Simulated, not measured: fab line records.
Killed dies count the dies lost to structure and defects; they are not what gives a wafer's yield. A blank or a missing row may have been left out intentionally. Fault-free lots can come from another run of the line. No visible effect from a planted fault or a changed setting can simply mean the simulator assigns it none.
The tool behind it: which one? :: flow nandHarc :: 24 lots with 72 wafers sampled at 4 steps, on a route of 1159 steps

== WHAT EACH GAUGE READ, for each wafer ==
NHARC_A_CONTACT_OVL_MEAS_70.
lot: L074
measured: day 16 04:31
on: overlay-01
overlayXNm (nm): 0.8 0.8 0.9
overlayYNm (nm): 0.2 0.1 0.4

lot: L076
measured: day 16 23:26
on: overlay-02
overlayXNm (nm): -0.5 -0.6 -0.3
overlayYNm (nm): 0.2 0.2 -0.1

lot: L075
measured: day 17 04:10
on: overlay-01
overlayXNm (nm): -0.2 -0.6 -0.4
overlayYNm (nm): -0.4 -0.5 0.1

lot: L077
measured: day 17 07:28
on: overlay-02
overlayXNm (nm): 0.2 1.0 1.1
overlayYNm (nm): -1.6 -0.8 -1.2

lot: L078
measured: day 17 11:09
on: overlay-01
overlayXNm (nm): 1.7 1.2 1.2
overlayYNm (nm): -0.2 0.4 0.1

lot: L079
measured: day 17 14:29
on: overlay-02
overlayXNm (nm): 1.5 0.8 1.3
overlayYNm (nm): -0.6 -0.9 -1.2

lot: L082
measured: day 18 09:35
on: overlay-01
overlayXNm (nm): -1.3 -1.6 -1.8
overlayYNm (nm): -1.2 -1.0 -1.1

lot: L084
measured: day 18 19:48
on: overlay-01
overlayXNm (nm): 0.4 0.6 0.4
overlayYNm (nm): 0.2 0.2 0.0

lot: L081
measured: day 18 21:55
on: overlay-01
overlayXNm (nm): -0.5 -0.8 -0.9
overlayYNm (nm): -1.2 -1.3 -1.5

lot: L083
measured: day 18 22:09
on: overlay-02
overlayXNm (nm): -0.1 -0.6 -0.4
overlayYNm (nm): 0.0 0.5 -0.1

lot: L080
measured: day 19 01:28
on: overlay-01
overlayXNm (nm): -0.4 -0.4 -0.6
overlayYNm (nm): -0.8 0.2 -0.1

lot: L087
measured: day 19 21:22
on: overlay-01
overlayXNm (nm): 0.8 0.3 0.9
overlayYNm (nm): -0.3 -0.5 -0.2

lot: L086
measured: day 19 21:53
on: overlay-02
overlayXNm (nm): -1.5 -1.1 -1.8
overlayYNm (nm): -1.1 -1.4 -0.6

lot: L089
measured: day 20 06:53
on: overlay-02
overlayXNm (nm): 0.3 0.7 0.1
overlayYNm (nm): 0.7 0.5 1.0

lot: L085
measured: day 20 08:39
on: overlay-01
overlayXNm (nm): -0.9 -0.8 -1.5
overlayYNm (nm): 0.1 0.1 -0.2

lot: L088
measured: day 20 10:41
on: overlay-02
overlayXNm (nm): -0.7 -1.1 -0.5
overlayYNm (nm): 0.5 0.6 1.0

lot: L091
measured: day 20 15:46
on: overlay-02
overlayXNm (nm): 0.3 0.6 0.7
overlayYNm (nm): 0.1 0.1 0.6

lot: L090
measured: day 20 17:28
on: overlay-01
overlayXNm (nm): -0.9 -1.1 -1.1
overlayYNm (nm): 0.4 0.9 0.7

lot: L092
measured: day 21 02:19
on: overlay-01
overlayXNm (nm): -0.4 -0.9 -1.2
overlayYNm (nm): -0.3 -0.6 -0.6

lot: L093
measured: day 21 04:13
on: overlay-02
overlayXNm (nm): -1.2 -1.6 -1.2
overlayYNm (nm): -1.0 -0.5 -0.6

lot: L094
measured: day 21 17:16
on: overlay-02
overlayXNm (nm): 0.7 0.6 0.7
overlayYNm (nm): -0.8 -1.1 -0.6

lot: L095
measured: day 21 18:11
on: overlay-02
overlayXNm (nm): 0.9 0.9 1.1
overlayYNm (nm): -0.4 0.0 -0.6

lot: L096
measured: day 22 07:45
on: overlay-02
overlayXNm (nm): 0.7 1.2 0.8
overlayYNm (nm): -0.4 -0.7 0.3

lot: L097
measured: day 22 12:22
on: overlay-01
overlayXNm (nm): -0.8 -1.2 -0.8
overlayYNm (nm): -0.9 -0.5 -0.9

== TOOL THAT RAN EACH LOT (tool first, then ch and the chambers of the sampled wafers, then the start) ==
lot: L074
NHARC_A_CONTACT_ETCH_50: rieDiel-04 ch 0,1,2, day 15 20:07 or earlier
NHARC_A_CONTACT_ETCH_114: harCapEtch-03 ch 0,1, day 15 20:07
NHARC_A_CONTACT_ETCH_122: harCapEtch-03 ch 0,1, day 15 21:05

lot: L076
NHARC_A_CONTACT_ETCH_50: rieDiel-04 ch 2,3, day 16 18:12 or earlier
NHARC_A_CONTACT_ETCH_114: harCapEtch-01 ch 0,1, day 16 18:12
NHARC_A_CONTACT_ETCH_122: harCapEtch-01 ch 0,1, day 16 18:56

lot: L075
NHARC_A_CONTACT_ETCH_50: rieDiel-04 ch 0,2, day 16 22:58 or earlier
NHARC_A_CONTACT_ETCH_114: harCapEtch-02 ch 0,1, day 16 22:58
NHARC_A_CONTACT_ETCH_122: harCapEtch-02 ch 0,1, day 16 23:41

lot: L077
NHARC_A_CONTACT_ETCH_50: rieDiel-05 ch 0,2, day 17 00:23 or earlier
NHARC_A_CONTACT_ETCH_114: harCapEtch-03 ch 0,1, day 17 00:23
NHARC_A_CONTACT_ETCH_122: harCapEtch-03 ch 0,1, day 17 01:21

lot: L078
NHARC_A_CONTACT_ETCH_50: rieDiel-04 ch 1,2, day 17 04:40 or earlier
NHARC_A_CONTACT_ETCH_114: harCapEtch-03 ch 0,1, day 17 04:40
NHARC_A_CONTACT_ETCH_122: harCapEtch-03 ch 0,1, day 17 05:38

lot: L079
NHARC_A_CONTACT_ETCH_50: rieDiel-07 ch 0,2,3, day 17 09:07 or earlier
NHARC_A_CONTACT_ETCH_114: harCapEtch-01 ch 0,1, day 17 09:07
NHARC_A_CONTACT_ETCH_122: harCapEtch-01 ch 0,1, day 17 09:51

lot: L082
NHARC_A_CONTACT_ETCH_50: rieDiel-04 ch 0,2,3, day 18 03:19 or earlier
NHARC_A_CONTACT_ETCH_114: harCapEtch-02 ch 1, day 18 03:19
NHARC_A_CONTACT_ETCH_122: harCapEtch-02 ch 1, day 18 04:03

lot: L084
NHARC_A_CONTACT_ETCH_50: rieDiel-04 ch 0,1,3, day 18 14:07 or earlier
NHARC_A_CONTACT_ETCH_114: harCapEtch-03 ch 0,1, day 18 14:07
NHARC_A_CONTACT_ETCH_122: harCapEtch-03 ch 0,1, day 18 14:51

lot: L081
NHARC_A_CONTACT_ETCH_50: rieDiel-07 ch 0,1, day 18 15:45 or earlier
NHARC_A_CONTACT_ETCH_114: harCapEtch-02 ch 0,1, day 18 15:45
NHARC_A_CONTACT_ETCH_122: harCapEtch-02 ch 0,1, day 18 16:29

lot: L083
NHARC_A_CONTACT_ETCH_50: rieDiel-04 ch 0,1, day 18 16:37 or earlier
NHARC_A_CONTACT_ETCH_114: harCapEtch-01 ch 0,1, day 18 16:37
NHARC_A_CONTACT_ETCH_122: harCapEtch-01 ch 0,1, day 18 17:21

lot: L080
NHARC_A_CONTACT_ETCH_50: rieDiel-05 ch 0,1,3, day 18 19:42 or earlier
NHARC_A_CONTACT_ETCH_114: harCapEtch-02 ch 0,1, day 18 19:42
NHARC_A_CONTACT_ETCH_122: harCapEtch-02 ch 0,1, day 18 20:26

lot: L087
NHARC_A_CONTACT_ETCH_50: rieDiel-04 ch 0,1,2, day 19 16:02 or earlier
NHARC_A_CONTACT_ETCH_114: harCapEtch-02 ch 0,1, day 19 16:02
NHARC_A_CONTACT_ETCH_122: harCapEtch-02 ch 0,1, day 19 16:46

lot: L086
NHARC_A_CONTACT_ETCH_50: rieDiel-05 ch 1,3, day 19 16:32 or earlier
NHARC_A_CONTACT_ETCH_114: harCapEtch-01 ch 0,1, day 19 16:32
NHARC_A_CONTACT_ETCH_122: harCapEtch-01 ch 0,1, day 19 17:16

lot: L089
NHARC_A_CONTACT_ETCH_50: rieDiel-07 ch 0,2,3, day 20 00:22 or earlier
NHARC_A_CONTACT_ETCH_114: harCapEtch-01 ch 0,1, day 20 00:22
NHARC_A_CONTACT_ETCH_122: harCapEtch-01 ch 0,1, day 20 01:06

lot: L085
NHARC_A_CONTACT_ETCH_50: rieDiel-04 ch 1,2,3, day 20 01:35 or earlier
NHARC_A_CONTACT_ETCH_114: harCapEtch-02 ch 0,1, day 20 01:35
NHARC_A_CONTACT_ETCH_122: harCapEtch-02 ch 0,1, day 20 02:19

lot: L088
NHARC_A_CONTACT_ETCH_50: rieDiel-04 ch 0,2,3, day 20 04:31 or earlier
NHARC_A_CONTACT_ETCH_114: harCapEtch-03 ch 0, day 20 04:31
NHARC_A_CONTACT_ETCH_122: harCapEtch-03 ch 0, day 20 05:29

lot: L091
NHARC_A_CONTACT_ETCH_50: rieDiel-04 ch 1,2, day 20 08:26 or earlier
NHARC_A_CONTACT_ETCH_114: harCapEtch-03 ch 0,1, day 20 08:26
NHARC_A_CONTACT_ETCH_122: harCapEtch-03 ch 0,1, day 20 09:24

lot: L090
NHARC_A_CONTACT_ETCH_50: rieDiel-04 ch 0,1,3, day 20 09:52 or earlier
NHARC_A_CONTACT_ETCH_114: harCapEtch-02 ch 0,1, day 20 09:52
NHARC_A_CONTACT_ETCH_122: harCapEtch-02 ch 0,1, day 20 10:35

lot: L092
NHARC_A_CONTACT_ETCH_50: rieDiel-05 ch 0,2,3, day 20 18:11 or earlier
NHARC_A_CONTACT_ETCH_114: harCapEtch-03 ch 0,1, day 20 18:11
NHARC_A_CONTACT_ETCH_122: harCapEtch-03 ch 0,1, day 20 19:10

lot: L093
NHARC_A_CONTACT_ETCH_50: rieDiel-07 ch 0,1,2, day 20 20:07 or earlier
NHARC_A_CONTACT_ETCH_114: harCapEtch-02 ch 0,1, day 20 20:07
NHARC_A_CONTACT_ETCH_122: harCapEtch-02 ch 0,1, day 20 20:50

lot: L094
NHARC_A_CONTACT_ETCH_50: rieDiel-04 ch 0,1,2, day 21 11:54 or earlier
NHARC_A_CONTACT_ETCH_114: harCapEtch-01 ch 0,1, day 21 11:54
NHARC_A_CONTACT_ETCH_122: harCapEtch-01 ch 0,1, day 21 12:38

lot: L095
NHARC_A_CONTACT_ETCH_50: rieDiel-07 ch 0,1,3, day 21 13:01 or earlier
NHARC_A_CONTACT_ETCH_114: harCapEtch-03 ch 0,1, day 21 13:01
NHARC_A_CONTACT_ETCH_122: harCapEtch-03 ch 0,1, day 21 13:44

lot: L096
NHARC_A_CONTACT_ETCH_50: rieDiel-05 ch 0,2,3, day 22 02:44 or earlier
NHARC_A_CONTACT_ETCH_114: harCapEtch-02 ch 0,1, day 22 02:44
NHARC_A_CONTACT_ETCH_122: harCapEtch-02 ch 0,1, day 22 03:27

lot: L097
NHARC_A_CONTACT_ETCH_50: rieDiel-05 ch 2,3, day 22 06:56 or earlier
NHARC_A_CONTACT_ETCH_114: harCapEtch-01 ch 0,1, day 22 06:56
NHARC_A_CONTACT_ETCH_122: harCapEtch-01 ch 0,1, day 22 07:40
- NHARC_A_CONTACT_ETCH_50: etches the open film in CF4/CHF3, target depth 84.7 nm, time 42.4 s.
- NHARC_A_CONTACT_ETCH_114: etches the open film in C4F8/O2/Ar, time 94 s, target depth 922 nm.
- NHARC_A_CONTACT_ETCH_122: etches the open film in C4F8/O2/Ar, time 95 s, target depth 930 nm.

== AS READ BY THE TOOLS THEMSELVES (means over the sampled wafers that have a number; for cases with no such wafer, the mark the record gives instead) ==
NHARC_A_CONTACT_ETCH_50.
lot: L074
tool: rieDiel-04
biasW (W): 199.9
drypumpMotorCurrentA (A): 5.6
oesProductAu (a.u.): 0.965
rfVppV (V): 370.6
showerheadPlenumPTorr (Torr): 1.58
throttleValvePct (%): 16.793

lot: L076
tool: rieDiel-04
biasW (W): 200.3
drypumpMotorCurrentA (A): 5.5
oesProductAu (a.u.): 0.992
rfVppV (V): 373.0
showerheadPlenumPTorr (Torr): 1.64
throttleValvePct (%): 16.808

lot: L075
tool: rieDiel-04
biasW (W): 200.5
drypumpMotorCurrentA (A): 5.8
oesProductAu (a.u.): 0.983
rfVppV (V): 371.9
showerheadPlenumPTorr (Torr): 1.59
throttleValvePct (%): 16.803

lot: L077
tool: rieDiel-05
biasW (W): 200.0
drypumpMotorCurrentA (A): 6.3
oesProductAu (a.u.): 0.958
rfVppV (V): 370.9
showerheadPlenumPTorr (Torr): 1.56
throttleValvePct (%): 16.806

lot: L078
tool: rieDiel-04
biasW (W): 200.1
drypumpMotorCurrentA (A): 5.6
oesProductAu (a.u.): 0.941
rfVppV (V): 371.3
showerheadPlenumPTorr (Torr): 1.60
throttleValvePct (%): 16.806

lot: L079
tool: rieDiel-07
biasW (W): 200.3
drypumpMotorCurrentA (A): 5.6
oesProductAu (a.u.): 0.921
rfVppV (V): 371.6
showerheadPlenumPTorr (Torr): 1.60
throttleValvePct (%): 16.787

lot: L082
tool: rieDiel-04
biasW (W): 199.8
drypumpMotorCurrentA (A): 5.8
oesProductAu (a.u.): 0.975
rfVppV (V): 372.3
showerheadPlenumPTorr (Torr): 1.60
throttleValvePct (%): 16.804

lot: L084
tool: rieDiel-04
biasW (W): 200.2
drypumpMotorCurrentA (A): 5.5
oesProductAu (a.u.): 0.929
rfVppV (V): 370.7
showerheadPlenumPTorr (Torr): 1.59
throttleValvePct (%): 16.797

lot: L081
tool: rieDiel-07
biasW (W): 200.3
drypumpMotorCurrentA (A): 5.0
oesProductAu (a.u.): 0.930
rfVppV (V): 372.8
showerheadPlenumPTorr (Torr): 1.65
throttleValvePct (%): 16.811

lot: L083
tool: rieDiel-04
biasW (W): 200.5
drypumpMotorCurrentA (A): 5.6
oesProductAu (a.u.): 0.967
rfVppV (V): 369.5
showerheadPlenumPTorr (Torr): 1.55
throttleValvePct (%): 16.803

lot: L080
tool: rieDiel-05
biasW (W): 199.7
drypumpMotorCurrentA (A): 5.9
oesProductAu (a.u.): 0.917
rfVppV (V): 370.5
showerheadPlenumPTorr (Torr): 1.58
throttleValvePct (%): 16.805

lot: L087
tool: rieDiel-04
biasW (W): 200.4
drypumpMotorCurrentA (A): 5.6
oesProductAu (a.u.): 0.925
rfVppV (V): 370.8
showerheadPlenumPTorr (Torr): 1.57
throttleValvePct (%): 16.802

lot: L086
tool: rieDiel-05
biasW (W): 200.3
drypumpMotorCurrentA (A): 5.9
oesProductAu (a.u.): 0.924
rfVppV (V): 370.4
showerheadPlenumPTorr (Torr): 1.58
throttleValvePct (%): 16.802

lot: L089
tool: rieDiel-07
biasW (W): 199.9
drypumpMotorCurrentA (A): 5.6
oesProductAu (a.u.): 0.927
rfVppV (V): 371.6
showerheadPlenumPTorr (Torr): 1.60
throttleValvePct (%): 16.798

lot: L085
tool: rieDiel-04
biasW (W): 200.4
drypumpMotorCurrentA (A): 5.4
oesProductAu (a.u.): 0.965
rfVppV (V): 371.8
showerheadPlenumPTorr (Torr): 1.60
throttleValvePct (%): 16.810

lot: L088
tool: rieDiel-04
biasW (W): 199.9
drypumpMotorCurrentA (A): 5.7
oesProductAu (a.u.): 0.970
rfVppV (V): 371.3
showerheadPlenumPTorr (Torr): 1.60
throttleValvePct (%): 16.808

lot: L091
tool: rieDiel-04
biasW (W): 199.5
drypumpMotorCurrentA (A): 5.6
oesProductAu (a.u.): 0.948
rfVppV (V): 371.7
showerheadPlenumPTorr (Torr): 1.59
throttleValvePct (%): 16.802

lot: L090
tool: rieDiel-04
biasW (W): 200.0
drypumpMotorCurrentA (A): 5.4
oesProductAu (a.u.): 0.922
rfVppV (V): 370.6
showerheadPlenumPTorr (Torr): 1.58
throttleValvePct (%): 16.806

lot: L092
tool: rieDiel-05
biasW (W): 200.5
drypumpMotorCurrentA (A): 6.3
oesProductAu (a.u.): 0.923
rfVppV (V): 369.5
showerheadPlenumPTorr (Torr): 1.55
throttleValvePct (%): 16.806

lot: L093
tool: rieDiel-07
biasW (W): 199.2
drypumpMotorCurrentA (A): 5.5
oesProductAu (a.u.): 0.941
rfVppV (V): 371.4
showerheadPlenumPTorr (Torr): 1.60
throttleValvePct (%): 16.794

lot: L094
tool: rieDiel-04
biasW (W): 199.6
drypumpMotorCurrentA (A): 5.6
oesProductAu (a.u.): 0.975
rfVppV (V): 370.1
showerheadPlenumPTorr (Torr): 1.57
throttleValvePct (%): 16.805

lot: L095
tool: rieDiel-07
biasW (W): 199.8
drypumpMotorCurrentA (A): 5.0
oesProductAu (a.u.): 0.912
rfVppV (V): 370.6
showerheadPlenumPTorr (Torr): 1.61
throttleValvePct (%): 16.808

lot: L096
tool: rieDiel-05
biasW (W): 200.3
drypumpMotorCurrentA (A): 6.3
oesProductAu (a.u.): 0.924
rfVppV (V): 369.8
showerheadPlenumPTorr (Torr): 1.55
throttleValvePct (%): 16.807

lot: L097
tool: rieDiel-05
biasW (W): 201.0
drypumpMotorCurrentA (A): 6.3
oesProductAu (a.u.): 0.927
rfVppV (V): 370.1
showerheadPlenumPTorr (Torr): 1.57
throttleValvePct (%): 16.809

== THE ANSWER, worked out from the rows above alone ==
Rule: usual is defined by the lots themselves. Put in order of their means at a reading, lots are off if they are a third of the lots or fewer, leave a main group of 4 or more, and stand apart from it by a gap of 3 or more times the standard deviation of the main group's means; of several such gaps the widest counts. The tables above print the reading to a certain number of digits; a main group whose means all agree to those digits is not used. Also off: a lot with no number at a reading for which 4 or more lots have one. Any other lot the step has rows for is counted as sound. First the gauges in route order, then the tools' own readings, where a lot's mean is used as printed above. The first step at which some lot is off is used, and at that step the reading that is off furthest; a lot without a number counts as furthest.
None of the lots is off at any reading shown; this tells nothing.

== WHAT WAS PUT IN BY THE SIMULATOR ==
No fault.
